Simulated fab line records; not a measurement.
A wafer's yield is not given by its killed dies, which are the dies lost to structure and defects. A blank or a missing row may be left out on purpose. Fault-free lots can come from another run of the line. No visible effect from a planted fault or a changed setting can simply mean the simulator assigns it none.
Struck lot and sound lot, side by side || flow nandHarc || 14 out of 1302 route steps
Sound: the wafers L811.1, L811.4, L811.6. Wafers struck: L822.1, L822.2, L822.6. The cause is given at the end.
At each step with rows: each side's tool, then ch and its chambers, then its first start. Under that, the readings that differ: sound wafers || struck wafers || difference of the means || sigmas: that difference in standard deviations of wafers without a fault.
alike: readings with means less than 2 such deviations apart, plus words and numbers identical on both sides. not compared: withheld readings, readings lacking a value on some wafer, bounds such as >300 that could conceal the same value, and numbers that have no deviation in the record and whose values overlap.
Wherever a step has rows on one side only, a row that says differs or no value, or a row with sigmas, the two part there. Non-overlapping numbers with no deviation appear without sigmas and do not part them. A reading that every wafer of one side lacks parts them only if that side has two wafers or more.

first, 1 step without rows for these wafers: NHARC_A_CONTACT_ETCH_76 (etches the open film in N2/H2, target depth 260 nm, time 475.3 s).
NHARC_A_CONTACT_ETCH_77: etches the open film in CF4/CHF3, target depth 108.9 nm, time 54.5 s.
  sound on rieDiel-04 ch 0,1,2; struck on rieDiel-04 ch 1,2,3
{"reading": "oesProductAu (a.u.)", "sound": "0.987 0.989 0.971", "struck": "0.920 0.928 0.939", "difference": -0.053, "sigmas": -3}
  alike: biasW, cf4FlowSccm, chf3FlowSccm, drypumpMotorCurrentA, rfVppV, showerheadPlenumPTorr, throttleValvePct
  not compared: rfHoursCounterH
then, 1 step without rows for these wafers: NHARC_A_CONTACT_ETCH_78 (etches the open film in O2/COS, target depth 5300 nm, time 1378 s).
NHARC_A_CONTACT_ETCH_124: etches the open film in C4F8/O2/Ar, time 140 s, target depth 700 nm.
  sound on harCapEtch-03 ch 1, day 22 03:37; struck on harCapEtch-01 ch 0,1, day 26 03:43
  alike: chamberPressureMTorr, oesAirLineAu
  not compared: rfHoursCounterH
then, 2 steps without rows for these wafers: NHARC_A_CONTACT_ETCH_125 (etches the open film in C4F8/O2/Ar, time 197 s, target depth 1918 nm); NHARC_A_CONTACT_ETCH_126 (etches the open film in C4F8/O2/Ar, time 197 s, target depth 1918 nm).
NHARC_A_CONTACT_ETCH_127: etches the open film in C4F8/O2/Ar, time 197 s, target depth 1918 nm.
  sound on harCapEtch-03 ch 1, day 22 04:10; struck on harCapEtch-01 ch 0,1, day 26 04:17
  alike: chamberPressureMTorr, oesAirLineAu
  not compared: rfHoursCounterH
NHARC_A_CONTACT_ETCH_128: etches the open film in C4F8/O2/Ar, time 197 s, target depth 1918 nm.
  sound on harCapEtch-03 ch 1, day 22 04:21; struck on harCapEtch-01 ch 0,1, day 26 04:27
  alike: chamberPressureMTorr, oesAirLineAu
  not compared: rfHoursCounterH
then, 4 steps without rows for these wafers: NHARC_A_CONTACT_ETCH_129 (etches the open film in C4F8/O2/Ar, time 197 s, target depth 1918 nm); NHARC_A_CONTACT_ETCH_130 (etches the open film in C4F8/O2/Ar, time 197 s, target depth 1918 nm); NHARC_A_CONTACT_ETCH_131 (etches the open film in C4F8/O2/Ar, time 197 s, target depth 1918 nm); NHARC_A_CONTACT_ETCH_132 (etches the open film in C4F8/O2/Ar, time 197 s, target depth 1924 nm).
NHARC_A_CONTACT_ETCH_133: etches the open film in C4F8/O2/Ar, time 374 s, target depth 1610 nm.
  sound on harCapEtch-03 ch 1, day 22 05:14; struck on harCapEtch-01 ch 0,1, day 26 05:20
  no value came back on the struck wafers for chamberPressureMTorr (mTorr), oesAirLineAu (a.u.); on the sound wafers chamberPressureMTorr (mTorr) reads 19.990 20.025 19.997
  not compared: rfHoursCounterH
NHARC_A_CONTACT_ETCH_91: etches the open film in CH3F/O2, target depth 40 nm, time 85.7 s.
  sound on rieDiel-04 ch 0,2, day 22 06:02; struck on rieDiel-06 ch 1,3, day 26 06:08
{"reading": "drypumpMotorCurrentA (A)", "sound": "5.4 5.2 5.4", "struck": "6.2 6.0 6.2", "difference": "+0.8", "sigmas": "+2"}
{"reading": "showerheadPlenumPTorr (Torr)", "sound": "2.56 2.55 2.56", "struck": "2.40 2.41 2.40", "difference": -0.15, "sigmas": -2}
  alike: biasW, ch3fFlowSccm, oesProductAu, rfVppV, throttleValvePct
  not compared: rfHoursCounterH

WHERE THEY PART
First at NHARC_A_CONTACT_ETCH_77; last, within this record, at NHARC_A_CONTACT_ETCH_91.

WHY: what had been put in by the simulator
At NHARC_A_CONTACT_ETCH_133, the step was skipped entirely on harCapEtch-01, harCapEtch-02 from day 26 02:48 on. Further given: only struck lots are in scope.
